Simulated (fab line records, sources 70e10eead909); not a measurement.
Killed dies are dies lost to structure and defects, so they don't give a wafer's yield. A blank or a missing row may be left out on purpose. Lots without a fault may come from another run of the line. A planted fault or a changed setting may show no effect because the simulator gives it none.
fab line records | flow nand_harc
record lots=13 wafers=39 last_day=24
route steps=1159 shown P_ZERO_WELL@19 P_STI@85 END@1159
lots that met no fault: from a run of the same line without faults
start_h: hours from the record's first day to the start of the lot's first wafer shown | wait_h: hours since the lot's step before | " the same as in the row above | L1.1+2: a row that stands for several wafers | - no value, or no start given | * or withheld: withheld | < > ~ a bound
route shown NAME@n: a module of which the file shows steps, and the number in the route of the first | usual: mean/standard deviation of fault-free wafers | same: alike in all rows | chamber/n: place in a boat | sites: the reading at each site | _std_site: their standard deviation | _edge_site: outer sites' mean less inner sites' | radius_mm: how far each site lies from the wafer's centre | mask NAME#n: copy n | behind: the tool/chamber that last shaped the wafer | hold: why the lot was held/for how many hours/how that ended | device: the transistor (n, p or np) that didn't switch | end of line: the same wafers' tests at the end of the route | a step without rows: its recipe alone | killed: dies lost to structure and defects at the first sort, not the wafer's yield | map: a wafer's dies, x killed, . not, _ none there
set.NAME: the setting as run; set.NAME@STEP: as run at that earlier step | model.NAME: the simulator's own value behind a step, which no gauge read
steps of the route over a sample of lots; a table a step, a row a wafer
services: from which hour (start_h, from the record's first day; less than 0 if before it) a tool's chamber was out of use, for how many hours, and why
## steps
# step NHARC_P_ZERO_WELL_ETCH_63
# recipe target_depth_a=1200 time_s=40.1 hbr_flow_sccm=150 cl2_flow_sccm=50 rf_w=400 icp_w=400 bias_w=100 chemistry=HBr/Cl2
# usual drypump_motor_current_A=5.7/0.45 oes_product_au=1.004/0.013 throttle_valve_pct=26.407/0.0078
# columns lot.wafer tool chamber start_h wait_h drypump_motor_current_A oes_product_au rf_hours_counter_h throttle_valve_pct
L835.4 rie_si-04 3 25.87 - 5.8 1.010 0.7 26.410
L835.5 " 0 " " 5.1 1.012 - 26.400
L835.6 " 1 " " 5.5 0.978 - 26.403
L836.1 rie_si-01 2 31.63 - 5.3 1.004 0.5 26.405
L836.4 " 3 " " 6.3 1.013 0.6 26.400
L836.6 " 1 " " 6.2 1.007 - 26.412
L839.1 rie_si-05 3 49.69 - 5.5 0.991 1.3 26.403
L839.3 " 1 " " 5.5 1.001 1.0 26.405
L839.5 " 3 " " 5.5 0.994 - 26.413
L840.2 rie_si-01 2 55.66 - 5.4 1.001 0.7 26.419
L840.3 " 1 " " 6.2 1.001 0.6 26.407
L840.6 " 3 " " 6.3 1.010 - 26.409
L841.4 rie_si-04 3 62.12 - 5.7 0.996 0.9 26.420
L841.1 " 0 " " 5.1 1.010 1.0 26.396
L841.6 " 2 " " 5.5 1.002 - 26.418
L842.1 rie_si-01 3 67.54 - 6.3 1.016 0.9 26.418
L842.2 " 1 " " 6.1 1.005 0.7 26.413
L842.6 " 3 " " 6.3 1.010 - 26.397
L843.2 rie_si-05 0 73.55 - 6.5 0.973 0.0 26.402
L843.4 " 1 " " 5.5 1.006 0.0 26.394
L843.6 " 2 " " 5.2 1.016 - 26.395
L846.1 rie_si-05 2 91.66 - 5.2 1.013 0.2 26.401
L846.4 " 1 " " 5.5 1.009 0.1 26.419
L846.6 " 3 " " 5.5 0.999 - 26.408
L847.2 rie_si-04 1 97.66 - 5.5 0.977 1.1 26.406
L847.3 " 0 " " 5.1 1.008 1.3 26.405
L847.6 " 2 " " 5.5 1.017 - 26.407
L848.1 rie_si-01 1 103.55 - 6.1 1.009 0.9 26.410
L848.6 " 1 " " 6.1 1.002 - 26.406
L848.4 " 0 " " 5.9 1.013 - 26.403
L849.3 rie_si-05 0 109.66 - 6.5 0.989 0.3 26.396
L849.1 " 1 " " 5.5 1.005 0.4 26.420
L849.6 " 1 " " 5.5 1.004 - 26.403
L853.1 rie_si-05 3 133.73 - 5.5 1.004 1.0 26.402
L853.2 " 1 " " 5.5 1.002 0.7 26.410
L853.5 " 3 " " 5.5 1.003 - 26.410
L856.3 rie_si-04 1 151.65 - 5.5 0.984 0.6 26.418
L856.4 " 3 " " 5.8 1.007 0.5 26.411
L856.6 " 0 " " 5.1 1.034 - 26.425
# step NHARC_P_ZERO_WELL_STRIP_28
# recipe time_s=840 temp_c=130 chemistry=SPM
# usual bath_guard_temp_C=130.1/0.46 temp_c=129.98/0.15
# columns lot.wafer tool chamber start_h wait_h bath_guard_temp_C temp_c
L835.5 wet_bench-07 3 27.68 0.1 129.8 130.00
L835.4 " 4 " " 130.0 129.65
L835.6 " 5 " " 130.6 129.68
L836.4 wet_bench-03 7 33.48 0.1 130.7 130.05
L836.6 " 0 " " 129.3 130.00
L836.1 " 1 " " 129.6 130.12
L839.3 wet_bench-07 2 51.42 0.1 130.4 129.90
L839.5 " 4 " " 130.1 130.10
L839.1 " 5 " " 130.6 130.05
L840.6 wet_bench-07 6 57.35 0.0 129.4 130.09
L840.2 " 7 " " 129.6 130.21
L840.3 " 3 " " 129.6 129.94
L841.6 wet_bench-06 6 63.79 0.0 129.7 129.90
L841.4 " 7 " " 129.6 129.85
L841.1 " 3 " " 130.0 130.16
L842.1 wet_bench-03 6 69.35 0.2 130.0 129.86
L842.6 " 7 " " 130.4 129.84
L842.2 " 1 " " 130.2 129.78
L843.2 wet_bench-07 1 75.34 0.2 130.6 130.20
L843.6 " 4 " " 129.7 130.03
L843.4 " 5 " " 130.7 130.11
L846.1 wet_bench-07 2 93.63 0.2 136.5 135.99
L846.4 " 4 " " 136.1 136.10
L846.6 " 6 " " 135.7 136.15
L847.2 wet_bench-03 4 99.38 0.2 130.7 129.93
L847.3 " 5 " " 130.2 129.77
L847.6 " 0 " " 129.2 129.72
L848.4 wet_bench-03 6 105.44 0.1 130.4 130.16
L848.1 " 7 " " 130.2 129.86
L848.6 " 1 " " 129.9 130.05
L849.6 wet_bench-06 1 111.48 0.0 129.8 129.90
L849.1 " 3 " " 130.1 130.04
L849.3 " 4 " " 129.7 130.13
L853.5 wet_bench-07 3 135.53 0.1 135.7 135.66
L853.1 " 4 " " 135.9 136.03
L853.2 " 7 " " 136.1 135.85
L856.3 wet_bench-06 5 153.47 0.1 130.1 129.99
L856.4 " 6 " " 129.8 129.88
L856.6 " 0 " " 129.8 130.05
# step NHARC_P_ZERO_WELL_DESCUM_54
# recipe time_s=3 o2_flow_sccm=200 ar_flow_sccm=0 bias_power_w=0 chemistry=O2
# usual drypump_motor_current_A=5.7/0.47 oes_product_au=1.002/0.011 rf_vpp_V=57.9/0.95 showerhead_plenum_p_Torr=1.94/0.064 throttle_valve_pct=11.312/0.0094
# columns lot.wafer tool chamber start_h wait_h drypump_motor_current_A oes_product_au rf_hours_counter_h rf_vpp_V showerhead_plenum_p_Torr throttle_valve_pct
L835.4 rie_diel-02 2 30.30 - 6.1 1.004 2 57.0 2.01 11.306
L835.5 " 1 " " 6.2 1.004 - 56.9 1.99 11.306
L835.6 " 2 " " 6.1 1.009 - 58.3 2.01 11.313
L836.1 rie_diel-10 1 35.83 - 6.5 1.005 3 56.4 1.88 11.319
L836.4 " 3 " " 6.1 0.989 3 59.4 2.00 11.293
L836.6 " 0 " " 5.6 0.997 - 56.7 1.92 11.324
L839.1 rie_diel-02 2 53.75 - 6.1 1.005 3 59.5 2.01 11.324
L839.3 " 0 " " 5.5 1.009 4 58.2 1.93 11.313
L839.5 " 2 " " 6.1 1.012 - 58.9 2.01 11.309
L840.2 rie_diel-12 1 59.82 - 4.9 1.013 0 57.4 1.90 11.316
L840.3 " 2 " " 5.4 1.001 0 58.4 2.03 11.290
L840.6 " 0 " " 4.9 1.007 - 58.1 1.99 11.311
L841.4 rie_diel-12 2 66.37 - 5.5 1.004 0 58.3 2.03 11.318
L841.1 " 0 " " 4.9 1.016 0 57.8 1.99 11.313
L841.6 " 1 " " 4.9 1.022 - 57.6 1.90 11.304
L842.1 rie_diel-12 2 71.84 - 5.4 1.000 1 57.8 2.03 11.307
L842.2 " 3 " " 5.7 1.000 1 59.3 1.97 11.306
L842.6 " 0 " " 4.9 1.018 - 58.6 1.99 11.319
L843.4 rie_diel-12 2 77.92 - 5.4 0.997 2 60.2 2.03 11.331
L843.2 " 3 " " 5.7 0.995 1 57.3 1.97 11.314
L843.6 " 2 " " 5.4 0.992 - 57.7 2.03 11.312
L846.4 rie_diel-10 1 96.08 - 6.5 1.002 8 57.1 1.88 11.296
L846.1 " 2 " " 5.7 0.998 7 57.5 1.81 11.305
L846.6 " 0 " " 5.6 1.012 - 57.8 1.92 11.317
L847.3 rie_diel-12 2 101.81 - 5.4 1.017 2 57.6 2.03 11.310
L847.2 " 3 " " 5.7 0.990 2 59.8 1.97 11.308
L847.6 " 3 " " 5.7 0.997 - 57.6 1.97 11.303
L848.4 rie_diel-10 3 108.02 - 6.1 0.980 9 57.3 2.00 11.292
L848.1 " 1 " " 6.5 0.998 9 57.8 1.88 11.305
L848.6 " 3 " " 6.1 0.979 - 57.6 2.00 11.303
L849.3 rie_diel-10 0 113.90 - 5.6 1.011 8 57.5 1.92 11.300
L849.1 " 1 " " 6.5 1.012 10 55.4 1.88 11.303
L849.6 " 1 " " 6.5 1.005 - 58.0 1.88 11.305
L853.2 rie_diel-12 1 138.12 - 4.9 1.012 7 56.7 1.90 11.311
L853.1 " 2 " " 5.4 1.012 5 59.0 2.03 11.315
L853.5 " 1 " " 4.9 1.019 - 57.4 1.90 11.306
L856.3 rie_diel-12 2 155.98 - 5.5 1.012 6 58.6 2.03 11.308
L856.4 " 3 " " 5.7 0.996 8 57.7 1.96 11.311
L856.6 " 2 " " 5.4 1.016 - 57.6 2.03 11.320
# step NHARC_P_STI_INSPECT_11
# usual raw_defect_count=5.0/2.4
# columns lot.wafer tool chamber start_h wait_h raw_defect_count
L835.4 defect_inspect-02 - 46.06 0.0 6
L835.5 " - " " 1
L835.6 " - " " 2
L836.1 defect_inspect-01 - 56.32 0.0 6
L836.4 " - " " 6
L836.6 " - " " 6
L839.1 defect_inspect-02 - 70.79 0.0 3
L839.3 " - " " 7
L839.5 " - " " 2
L840.2 defect_inspect-01 - 76.93 0.0 3
L840.3 " - " " 4
L840.6 " - " " 5
L842.1 defect_inspect-02 - 86.19 0.0 4
L842.2 " - " " 5
L842.6 " - " " 2
L841.1 defect_inspect-02 - 86.35 0.0 5
L841.4 " - " " 4
L841.6 " - " " 4
L843.2 defect_inspect-02 - 94.96 0.0 5
L843.4 " - " " 5
L843.6 " - " " 8
L847.2 defect_inspect-02 - 115.68 0.0 5
L847.3 " - " " 3
L847.6 " - " " 7
L846.1 defect_inspect-01 - 115.84 0.0 4
L846.4 " - " " 3
L846.6 " - " " 8
L848.1 defect_inspect-01 - 125.22 0.0 6
L848.4 " - " " 8
L848.6 " - " " 8
L849.1 defect_inspect-02 - 131.60 0.0 4
L849.3 " - " " 7
L849.6 " - " " 3
L853.1 defect_inspect-01 - 155.34 0.0 3
L853.2 " - " " 5
L853.5 " - " " 8
L856.3 defect_inspect-02 - 177.82 0.0 7
L856.4 " - " " 4
L856.6 " - " " 8
# step NHARC_END_SORT_01
# recipe temp_c=25
# usual killed_at_array=28/10 killed_at_other=0.6/1.1 killed_at_periphery=3.6/2.6 killed_dies=32/10 killed_open=3.3/1.8 killed_short=1.9/1.4
# same gross_dies=677
# columns lot.wafer tool chamber start_h wait_h killed_at_array killed_at_other killed_at_periphery killed_dies killed_open killed_short
L836.1 prober-02 0 449.36 2.5 30 0 7 37 5 2
L836.4 prober-02 0 451.79 3.4 21 0 3 24 2 2
L836.6 prober-02 0 453.41 4.1 22 1 3 26 4 2
L841.1 prober-02 0 477.52 2.5 33 6 7 46 6 0
L841.4 prober-02 0 479.88 3.3 35 6 1 42 3 2
L841.6 prober-02 0 481.45 3.9 23 1 4 28 0 1
L842.1 prober-01 0 505.30 2.5 29 3 0 32 2 1
L842.2 prober-01 0 506.11 2.8 37 3 7 47 1 3
L842.6 prober-01 0 509.32 4.0 44 1 2 47 4 2
L846.1 prober-01 0 513.77 2.5 33 1 1 35 4 3
L846.4 prober-01 0 516.15 3.4 32 0 3 35 5 1
L846.6 prober-01 0 517.74 4.0 26 0 7 33 6 1
L853.1 prober-01 0 565.72 5.4 30 0 0 30 5 1
L853.2 prober-01 0 566.53 5.7 34 0 3 37 3 7
L853.5 prober-01 0 568.96 6.6 26 0 1 27 2 0
# killed by level:class
L836.1 A_CHANNEL_HOLE_D1:chamber_film_flake=14 A_STAIRCASE:chamber_film_flake=6 P_GATE:geometric_particle:open=3 A_WL_FILL:chamber_film_flake=3 P_GATE:chamber_film_flake=2 A_SLIT:chamber_film_flake=2 A_CONTACT:chamber_film_flake=2 P_GATE:geometric_particle:short=1
L836.4 A_CHANNEL_HOLE_D1:chamber_film_flake=12 A_STAIRCASE:chamber_film_flake=3 P_STI:chamber_film_flake=2 A_CONTACT:chamber_film_flake=2 P_CONTACT:geometric_particle:open=1 A_CONTACT:geometric_particle:open=1 A_BLC:geometric_particle:short=1 A_M0:geometric_particle:short=1
L836.6 A_CHANNEL_HOLE_D1:chamber_film_flake=12 P_GATE:chamber_film_flake=3 A_M0:geometric_particle:open=2 A_CONTACT:chamber_film_flake=2 A_WL_FILL:geometric_particle:short=1 A_CONTACT:geometric_particle:open=1 A_BONDPAD:geometric_particle:open=1 STARTING-WAFER:geometric_particle:short=1
L841.1 A_STAIRCASE:chamber_film_flake=8 A_SLIT:chamber_film_flake=8 THIN_TSV:chamber_film_flake=6 A_CHANNEL_HOLE_D1:chamber_film_flake=6 P_GATE:chamber_film_flake=4 A_CONTACT:chamber_film_flake=4 A_ONON_D1:geometric_particle:open=2 A_WL_FILL:chamber_film_flake=2
L841.4 A_SLIT:chamber_film_flake=11 A_CHANNEL_HOLE_D1:chamber_film_flake=9 A_STAIRCASE:chamber_film_flake=6 THIN_TSV:chamber_film_flake=6 A_WL_FILL:chamber_film_flake=2 A_CONTACT:chamber_film_flake=2 A_ONON_D1:geometric_particle:open=1 A_CHANNEL_FILL_D1:geometric_particle:open=1
L841.6 A_SLIT:chamber_film_flake=10 A_STAIRCASE:chamber_film_flake=8 P_GATE:chamber_film_flake=4 A_CHANNEL_HOLE_D1:chamber_film_flake=3 A_CONTACT:geometric_particle:short=1 A_CONTACT:chamber_film_flake=1 THIN_TSV:chamber_film_flake=1
L842.1 A_CHANNEL_HOLE_D1:chamber_film_flake=15 A_SLIT:chamber_film_flake=7 THIN_TSV:chamber_film_flake=3 A_STAIRCASE:chamber_film_flake=2 A_SOURCE_PLATE:geometric_particle:open=1 A_CHANNEL_FILL_D1:geometric_particle:open=1 A_CHANNEL_FILL_D1:geometric_particle:short=1 A_ZERO_WELL:chamber_film_flake=1
L842.2 A_CHANNEL_HOLE_D1:chamber_film_flake=21 A_SLIT:chamber_film_flake=8 P_STI:chamber_film_flake=5 THIN_TSV:chamber_film_flake=3 A_STAIRCASE:chamber_film_flake=2 A_WL_FILL:chamber_film_flake=2 P_M0:geometric_particle:short=1 A_SOURCE_PLATE:geometric_particle:short=1
L842.6 A_SLIT:chamber_film_flake=17 A_CHANNEL_HOLE_D1:chamber_film_flake=16 A_M0:geometric_particle:open=2 A_CHANNEL_FILL_D1:chamber_film_flake=2 A_STAIRCASE:chamber_film_flake=2 P_M0:geometric_particle:short=1 A_ONON_D1:geometric_particle:open=1 A_WL_FILL:geometric_particle:short=1
L846.1 A_SLIT:chamber_film_flake=12 A_CHANNEL_HOLE_D1:chamber_film_flake=5 A_STAIRCASE:chamber_film_flake=4 A_CONTACT:geometric_particle:open=3 A_ONON_D1:geometric_particle:short=2 A_WL_FILL:chamber_film_flake=2 A_CONTACT:chamber_film_flake=2 A_CHANNEL_FILL_D1:geometric_particle:short=1
L846.4 A_SLIT:chamber_film_flake=13 A_CHANNEL_HOLE_D1:chamber_film_flake=6 A_STAIRCASE:chamber_film_flake=4 A_WL_FILL:chamber_film_flake=4 A_CONTACT:geometric_particle:open=2 P_GATE:geometric_particle:open=1 P_CONTACT:geometric_particle:open=1 A_SGD_CUT:geometric_particle:short=1
L846.6 A_SLIT:chamber_film_flake=15 P_ZERO_WELL:chamber_film_flake=2 A_CHANNEL_HOLE_D1:chamber_film_flake=2 A_WL_FILL:chamber_film_flake=2 A_CONTACT:chamber_film_flake=2 P_STI:geometric_particle:open=1 P_GATE:geometric_particle:open=1 P_M0:geometric_particle:short=1
L853.1 A_SLIT:chamber_film_flake=12 A_CHANNEL_HOLE_D1:chamber_film_flake=8 A_CONTACT:geometric_particle:open=3 A_ONON_D1:geometric_particle:open=2 A_CONTACT:chamber_film_flake=2 A_CONTACT:geometric_particle:short=1 A_CHANNEL_FILL_D1:chamber_film_flake=1 A_STAIRCASE:chamber_film_flake=1
L853.2 A_SLIT:chamber_film_flake=14 A_CHANNEL_HOLE_D1:chamber_film_flake=8 A_CONTACT:geometric_particle:short=3 A_WL_FILL:geometric_particle:short=2 A_M1:geometric_particle:open=2 A_CONTACT:chamber_film_flake=2 P_CONTACT:geometric_particle:short=1 A_ONON_D1:geometric_particle:short=1
L853.5 A_SLIT:chamber_film_flake=15 A_CHANNEL_HOLE_D1:chamber_film_flake=4 A_STAIRCASE:chamber_film_flake=3 P_M1:geometric_particle:open=1 A_M0:geometric_particle:open=1 A_CHANNEL_FILL_D1:chamber_film_flake=1 A_SGD_CUT:chamber_film_flake=1 A_CONTACT:chamber_film_flake=1
## services
# columns tool chamber start_h hours kind
rie_diel-10 2 12.44 9.5 repair
rie_diel-12 - 25.47 9.0 pm
rie_diel-10 2 28.00 3.4 repair
rie_diel-02 - 35.67 0.8 repair
rie_diel-10 0 50.84 4.0 repair
rie_si-01 0 57.60 1.8 repair
rie_si-05 - 62.00 9.0 pm
rie_si-01 1 71.39 22.2 repair
rie_diel-02 3 83.66 6.2 repair
rie_si-01 0 85.43 14.5 repair
wet_bench-07 - 96.00 8.0 pm
rie_si-04 - 99.00 9.0 pm
rie_si-01 2 100.41 6.0 repair
rie_diel-12 2 102.08 16.6 repair
rie_si-01 - 127.00 9.0 pm
rie_diel-10 1 128.53 30.7 repair
wet_bench-06 - 129.60 8.0 pm
rie_si-04 3 134.30 3.6 repair
rie_diel-02 3 139.12 13.1 repair
rie_si-01 - 144.20 0.6 repair
wet_bench-03 - 146.40 8.0 pm
rie_diel-10 2 150.35 82.1 repair
rie_diel-02 - 151.14 9.0 pm
rie_si-05 2 151.87 4.6 repair
## key
first_sign step=NHARC_P_ZERO_WELL_STRIP_28 reading=temp_c direction=up sigmas=40 usual=* struck=*
effect step=NHARC_P_ZERO_WELL_STRIP_28 reading=bath_guard_temp_C direction=up sigmas=13 usual=* struck=*
met_at NHARC_P_ZERO_WELL_STRIP_28
struck_lots L846,L853
tester_left_out L846,L853
not_acting_at NHARC_P_ZERO_WELL_ETCH_63,NHARC_P_ZERO_WELL_DESCUM_54,NHARC_P_STI_INSPECT_11
onset_between 75.34 93.63
fault kind=process_parameter_drift tool=wet_bench-07 chamber=- onset_h=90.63 steps=NHARC_P_ZERO_WELL_STRIP_28 channel=temp_c offset=* shape=step end_h=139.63 acts_in=* stated=*
# tester_left_out: of these lots the tester's yield and bins aren't shown, on N5 and GAA mostly nor the transistor test; their killed dies are dies lost to structure and defects alone, not to doping, threshold or leakage, so they don't give the yield
